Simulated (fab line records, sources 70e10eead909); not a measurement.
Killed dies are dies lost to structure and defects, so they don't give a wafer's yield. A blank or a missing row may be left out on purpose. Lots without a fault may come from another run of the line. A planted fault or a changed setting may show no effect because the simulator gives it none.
fab line records | flow nand_harc | part 2 of 2: steps 26 to 35 of 35
record lots=5 wafers=15 last_day=24
route steps=1159 shown P_GATE@196 P_CONTACT@217
lots that met no fault: from a run of the same line without faults
start_h: hours from the record's first day to the start of the lot's first wafer shown | wait_h: hours since the lot's step before | " the same as in the row above | L1.1+2: a row that stands for several wafers | - no value, or no start given | * or withheld: withheld | < > ~ a bound
route shown NAME@n: a module of which the file shows steps, and the number in the route of the first | usual: mean/standard deviation of fault-free wafers | same: alike in all rows | chamber/n: place in a boat | sites: the reading at each site | _std_site: their standard deviation | _edge_site: outer sites' mean less inner sites' | radius_mm: how far each site lies from the wafer's centre | mask NAME#n: copy n | behind: the tool/chamber that last shaped the wafer | hold: why the lot was held/for how many hours/how that ended | device: the transistor (n, p or np) that didn't switch | end of line: the same wafers' tests at the end of the route | a step without rows: its recipe alone | killed: dies lost to structure and defects at the first sort, not the wafer's yield | map: a wafer's dies, x killed, . not, _ none there
set.NAME: the setting as run; set.NAME@STEP: as run at that earlier step | model.NAME: the simulator's own value behind a step, which no gauge read
lots at some steps of the route; a table a step, a row a wafer
services: from which hour (start_h, from the record's first day; less than 0 if before it) a tool's chamber was out of use, for how many hours, and why
## steps
# step NHARC_P_CONTACT_DEHYDRATE_04
# recipe temp_c=150 time_s=120
# usual chill_plate_temp_C=23.01/0.099 heater_power_total_W=182.6/1.2
# columns lot.wafer tool chamber start_h wait_h chill_plate_temp_C heater_power_total_W
L076.1 litho_track-01 0 121.38 0.1 22.86 182.8
L076.2 " 0 " " 23.24 182.4
L076.3 " 0 " " 23.13 183.7
L081.1 litho_track-01 0 152.77 0.1 23.16 183.3
L081.4 " 0 " " 23.09 183.7
L081.5 " 0 " " 22.81 180.7
L085.4 litho_track-01 0 185.45 0.1 23.05 182.3
L085.5 " 0 " " 22.96 183.7
L085.6 " 0 " " 23.07 181.0
L087.2 litho_track-01 0 191.11 0.1 22.95 182.4
L087.3 " 0 " " 23.02 180.9
L087.5 " 0 " " 22.98 183.1
L096.3 litho_track-06 0 247.01 0.1 22.99 182.2
L096.4 " 0 " " 22.95 182.5
L096.5 " 0 " " 22.96 182.6
# step NHARC_P_CONTACT_HMDS_05
# recipe time_s=30
# usual chill_plate_temp_C=23.03/0.097
# columns lot.wafer tool chamber start_h wait_h chill_plate_temp_C
L076.1 litho_track-01 0 - - 23.04
L076.2 " 0 " " 22.94
L076.3 " 0 " " 23.10
L081.1 litho_track-01 0 - - 23.09
L081.4 " 0 " " 23.01
L081.5 " 0 " " 22.97
L085.4 litho_track-01 0 - - 23.04
L085.5 " 0 " " 22.85
L085.6 " 0 " " 23.02
L087.2 litho_track-01 0 - - 23.00
L087.3 " 0 " " 22.89
L087.5 " 0 " " 23.01
L096.3 litho_track-06 0 - - 22.92
L096.4 " 0 " " 22.97
L096.5 " 0 " " 22.81
# step NHARC_P_CONTACT_COAT_33
# recipe temp_c=260 time_s=75
# usual chill_plate_temp_C=22.97/0.11 heater_power_total_W=486.8/1.7
# columns lot.wafer tool chamber start_h wait_h chill_plate_temp_C heater_power_total_W
L076.1 litho_track-01 0 - - 22.89 486.9
L076.2 " 0 " " 23.10 486.6
L076.3 " 0 " " 22.94 485.2
L081.1 litho_track-01 0 - - 22.85 487.5
L081.4 " 0 " " 23.05 489.0
L081.5 " 0 " " 22.93 489.1
L085.4 litho_track-01 0 - - 22.81 484.9
L085.5 " 0 " " 22.91 489.4
L085.6 " 0 " " 22.95 489.4
L087.2 litho_track-01 0 - - 22.88 488.4
L087.3 " 0 " " 23.19 489.1
L087.5 " 0 " " 23.07 485.4
L096.3 litho_track-06 0 - - 22.85 484.4
L096.4 " 0 " " 22.98 488.9
L096.5 " 0 " " 22.96 489.0
# step NHARC_P_CONTACT_COAT_34
# recipe temp_c=225 time_s=65
# usual chill_plate_temp_C=23.01/0.11 heater_power_total_W=446.7/2.1
# columns lot.wafer tool chamber start_h wait_h chill_plate_temp_C heater_power_total_W
L076.1 litho_track-01 0 - - 23.12 444.3
L076.2 " 0 " " 23.23 445.3
L076.3 " 0 " " 23.09 449.5
L081.1 litho_track-01 0 - - 22.96 447.1
L081.4 " 0 " " 23.08 449.8
L081.5 " 0 " " 23.06 449.3
L085.4 litho_track-01 0 - - 23.03 444.1
L085.5 " 0 " " 22.93 444.0
L085.6 " 0 " " 22.95 449.6
L087.2 litho_track-01 0 - - 22.99 446.0
L087.3 " 0 " " 23.22 449.6
L087.5 " 0 " " 23.07 449.3
L096.3 litho_track-06 0 - - 23.17 449.6
L096.4 " 0 " " 23.06 444.5
L096.5 " 0 " " 23.18 444.0
# step NHARC_P_CONTACT_COAT_06
# recipe spin_rpm=1500 resist_thk_nm=90
# usual chill_plate_temp_C=23.02/0.099 dispense_pressure_kPa=49.2/1.6
# columns lot.wafer tool chamber start_h wait_h chill_plate_temp_C dispense_pressure_kPa
L076.1 litho_track-01 0 - - 22.89 49.2
L076.2 " 0 " " 23.07 49.2
L076.3 " 0 " " 22.92 49.2
L081.1 litho_track-01 0 - - 23.14 49.2
L081.4 " 0 " " 23.07 49.2
L081.5 " 0 " " 23.06 49.2
L085.4 litho_track-01 0 - - 23.09 49.2
L085.5 " 0 " " 23.19 49.2
L085.6 " 0 " " 23.21 49.2
L087.2 litho_track-01 0 - - 23.08 49.2
L087.3 " 0 " " 23.05 49.2
L087.5 " 0 " " 22.97 49.2
L096.3 litho_track-06 0 - - 22.88 47.5
L096.4 " 0 " " 23.09 47.5
L096.5 " 0 " " 22.84 47.4
# step NHARC_P_CONTACT_SOFTBAKE_07
# recipe temp_c=105 time_s=55
# usual chill_plate_temp_C=23.01/0.11 heater_power_total_W=188.44/0.13
# columns lot.wafer tool chamber start_h wait_h chill_plate_temp_C heater_power_total_W
L076.1 litho_track-01 0 - - 22.87 188.46
L076.2 " 0 " " 22.95 188.39
L076.3 " 0 " " 23.02 188.60
L081.1 litho_track-01 0 - - 23.12 188.31
L081.4 " 0 " " 22.77 188.50
L081.5 " 0 " " 23.07 188.27
L085.4 litho_track-01 0 - - 22.97 188.38
L085.5 " 0 " " 22.91 188.60
L085.6 " 0 " " 22.95 188.41
L087.2 litho_track-01 0 - - 22.93 188.38
L087.3 " 0 " " 22.94 188.74
L087.5 " 0 " " 22.98 188.38
L096.3 litho_track-06 0 - - 22.97 188.32
L096.4 " 0 " " 22.91 188.44
L096.5 " 0 " " 23.06 188.46
# step NHARC_P_CONTACT_EBR_08
# usual chill_plate_temp_C=22.97/0.12
# columns lot.wafer tool chamber start_h wait_h chill_plate_temp_C
L076.1 litho_track-01 0 - - 22.91
L076.2 " 0 " " 22.92
L076.3 " 0 " " 23.04
L081.1 litho_track-01 0 - - 23.07
L081.4 " 0 " " 23.02
L081.5 " 0 " " 22.94
L085.4 litho_track-01 0 - - 22.78
L085.5 " 0 " " 22.78
L085.6 " 0 " " 22.81
L087.2 litho_track-01 0 - - 22.94
L087.3 " 0 " " 23.08
L087.5 " 0 " " 22.90
L096.3 litho_track-06 0 - - 23.05
L096.4 " 0 " " 23.02
L096.5 " 0 " " 22.94
# step NHARC_P_CONTACT_EXPOSE_09
# recipe na=1.35 target_cd_nm=90 dose_mj=81.26 mask_id=P_CA
# columns lot.wafer tool chamber start_h wait_h mask
L076.1+2+3 arfi_scanner-03 0 121.69 - P_CA#0
L081.1+4+5 arfi_scanner-03 0 153.08 - P_CA#0
L085.4+5+6 arfi_scanner-01 0 185.77 - P_CA#0
L087.2+3+5 arfi_scanner-03 0 191.43 - P_CA#0
L096.3+4+5 arfi_scanner-02 0 247.34 - P_CA#0
# step NHARC_P_CONTACT_PEB_10
# recipe peb_temp_c=100 peb_time_s=65
# usual chill_plate_temp_C=23.00/0.11 heater_power_total_W=156.7/0.41
# columns lot.wafer tool chamber start_h wait_h chill_plate_temp_C heater_power_total_W
L076.1 litho_track-01 0 121.75 0.1 23.08 157.0
L076.2 " 0 " " 23.07 157.0
L076.3 " 0 " " 23.13 157.0
L081.1 litho_track-01 0 153.14 0.1 22.94 156.9
L081.4 " 0 " " 23.00 156.3
L081.5 " 0 " " 22.80 156.1
L085.4 litho_track-06 0 185.82 0.0 22.90 156.3
L085.5 " 0 " " 22.97 156.8
L085.6 " 0 " " 22.94 156.0
L087.2 litho_track-04 0 191.48 0.1 22.95 156.0
L087.3 " 0 " " 23.17 156.4
L087.5 " 0 " " 23.08 156.3
L096.3 litho_track-04 0 247.39 0.0 23.08 156.1
L096.4 " 0 " " 22.96 157.0
L096.5 " 0 " " 23.07 156.2
# step NHARC_P_CONTACT_DEVELOP_11
# recipe develop_time_s=35 dev_temp_c=23
# usual chill_plate_temp_C=22.99/0.11
# columns lot.wafer tool chamber start_h wait_h chill_plate_temp_C
L076.1 litho_track-01 0 - - 22.95
L076.2 " 0 " " 23.00
L076.3 " 0 " " 23.14
L081.1 litho_track-01 0 - - 23.00
L081.4 " 0 " " 22.98
L081.5 " 0 " " 22.93
L085.4 litho_track-06 0 - - 22.84
L085.5 " 0 " " 22.94
L085.6 " 0 " " 23.15
L087.2 litho_track-04 0 - - 22.91
L087.3 " 0 " " 23.03
L087.5 " 0 " " 22.86
L096.3 litho_track-04 0 - - 23.08
L096.4 " 0 " " 23.26
L096.5 " 0 " " 23.14
## services
# columns tool chamber start_h hours kind
litho_track-01 - 93.00 7.0 pm
arfi_scanner-03 - 95.53 0.8 repair
wet_bench-07 - 96.00 8.0 pm
plasma_asher-01 - 99.29 9.0 pm
pvd_sputter-03 - 102.00 10.0 pm
rie_diel-07 2 107.05 2.9 repair
litho_track-06 - 117.00 7.0 pm
wet_bench-04 - 119.01 7.0 repair
litho_track-04 - 141.00 7.0 pm
wet_bench-03 - 146.40 8.0 pm
pvd_sputter-01 - 158.00 10.0 pm
pecvd-01 0 162.30 10.5 repair
wet_bench-04 - 163.20 8.0 pm
litho_track-02 - 165.00 7.0 pm
pvd_sputter-01 - 175.58 8.5 repair
pecvd-01 2 182.47 6.4 repair
pvd_sputter-03 - 184.24 3.6 repair
implanter-02 - 184.25 1.6 repair
pvd_sputter-03 - 204.25 5.1 repair
wet_bench-03 - 212.38 27.4 repair
litho_track-03 - 213.00 7.0 pm
pvd_sputter-02 - 214.06 10.0 pm
litho_track-05 - 237.01 7.0 pm
pecvd-01 - 237.10 13.0 pm
